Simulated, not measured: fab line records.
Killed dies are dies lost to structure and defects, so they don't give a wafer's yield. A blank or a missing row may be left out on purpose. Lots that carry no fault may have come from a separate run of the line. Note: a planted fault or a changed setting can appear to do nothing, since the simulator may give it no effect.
Which tool is to blame? ; flow nand-harc ; 11 lots with 33 wafers sampled at 5 steps, on a route of 1302 steps

## WHAT THE GAUGES SHOWED, per wafer
NHARC_END_SORT_01.
lot;measured;on;killed-at-array
L634;day 30 05:26;prober-02;79 75 67

## WHICH TOOL RAN EACH LOT (tool, then ch and the chambers of the sampled wafers, then the start)
lot;NHARC_A_STAIRCASE_TRIM_231;NHARC_A_STAIRCASE_DESCUM_252;NHARC_A_STAIRCASE_EXPOSE_265;NHARC_A_STAIRCASE_ETCH_273
L622;rie-diel-04 ch 0,1,3, day 16 10:58 or earlier;rie-diel-12 ch 0,1,3, day 16 10:58;krf-scanner-04 ch 0, day 16 14:29;rie-diel-12 ch 0,1,3, no start
L621;rie-diel-12 ch 2,3, day 16 11:19 or earlier;rie-diel-12 ch 1,2, day 16 11:19;krf-scanner-01 ch 0, day 16 16:28;rie-diel-04 ch 0,2,3, no start
L623;rie-diel-12 ch 0,1, day 17 06:31 or earlier;rie-diel-04 ch 0,1,3, day 17 06:31;krf-scanner-04 ch 0, day 17 12:50;rie-diel-12 ch 1,2, day 17 13:52
L629;rie-diel-04 ch 1,2, day 19 12:37 or earlier;rie-diel-12 ch 0,1,2, day 19 12:37;krf-scanner-01 ch 0, day 19 18:18;rie-diel-04 ch 0,1,2, no start
L632;rie-diel-12 ch 0,1,2, day 21 02:44 or earlier;rie-diel-04 ch 1,2, day 21 02:44;krf-scanner-04 ch 0, day 21 06:11;rie-diel-04 ch 2,3, no start
L634;rie-diel-04 ch 1,3, day 21 16:02 or earlier;rie-diel-04 ch 0,2,3, day 21 16:02;krf-scanner-01 ch 0, day 21 22:37;rie-diel-04 ch 0,1,3, day 30 05:26 or earlier
L638;rie-diel-12 ch 1,3, day 22 21:45 or earlier;rie-diel-02 ch 0,1, day 22 21:45;krf-scanner-03 ch 0, day 23 04:13;rie-diel-12 ch 0,1, no start
L639;rie-diel-02 ch 0,2,3, day 23 08:34;rie-diel-02 ch 0,3, day 23 11:09;krf-scanner-03 ch 0, day 23 15:21;rie-diel-12 ch 1,2,3, no start
L640;rie-diel-12 ch 1,2,3, day 23 14:51 or earlier;rie-diel-02 ch 0,1,2, day 23 14:51;krf-scanner-04 ch 0, day 23 18:25;rie-diel-12 ch 0,2,3, no start
L642;rie-diel-12 ch 1,2, day 25 06:04 or earlier;rie-diel-04 ch 0,1, day 25 06:04;krf-scanner-04 ch 0, day 25 10:38;rie-diel-12 ch 0,1,3, no start
L644;rie-diel-04 ch 0,3, day 26 04:37 or earlier;rie-diel-02 ch 0,1,3, day 26 04:37;krf-scanner-04 ch 0, day 26 08:01;rie-diel-12 ch 0,1,2, no start
- NHARC_A_STAIRCASE_TRIM_231: chemistry O2, time 211.2 s.
- NHARC_A_STAIRCASE_DESCUM_252: chemistry O2, time 3 s.
- NHARC_A_STAIRCASE_EXPOSE_265: exposes mask CHOP 200.
- NHARC_A_STAIRCASE_ETCH_273: etches the open film in C4F8/O2/Ar, target depth 10200 nm, time 2468.6 s.

## THE ANSWER, worked out from the rows above alone
Rule: usual is defined by the lots themselves. Put in order of their means at a reading, lots are off if they are a third of the lots or fewer, leave a main group of 4 or more, and stand apart from it by a gap of 3 or more times the standard deviation of the main group's means; of several such gaps the widest counts. If all means in a main group match to the digits the tables above print for the reading, that group is not used. A lot without any number at a reading at which 4 lots or more have one is off too. Any other lot the step has rows for is counted as sound.
No lot is off at any reading shown: from this, nothing can be told.

## WHAT THE SIMULATOR HAD PUT IN
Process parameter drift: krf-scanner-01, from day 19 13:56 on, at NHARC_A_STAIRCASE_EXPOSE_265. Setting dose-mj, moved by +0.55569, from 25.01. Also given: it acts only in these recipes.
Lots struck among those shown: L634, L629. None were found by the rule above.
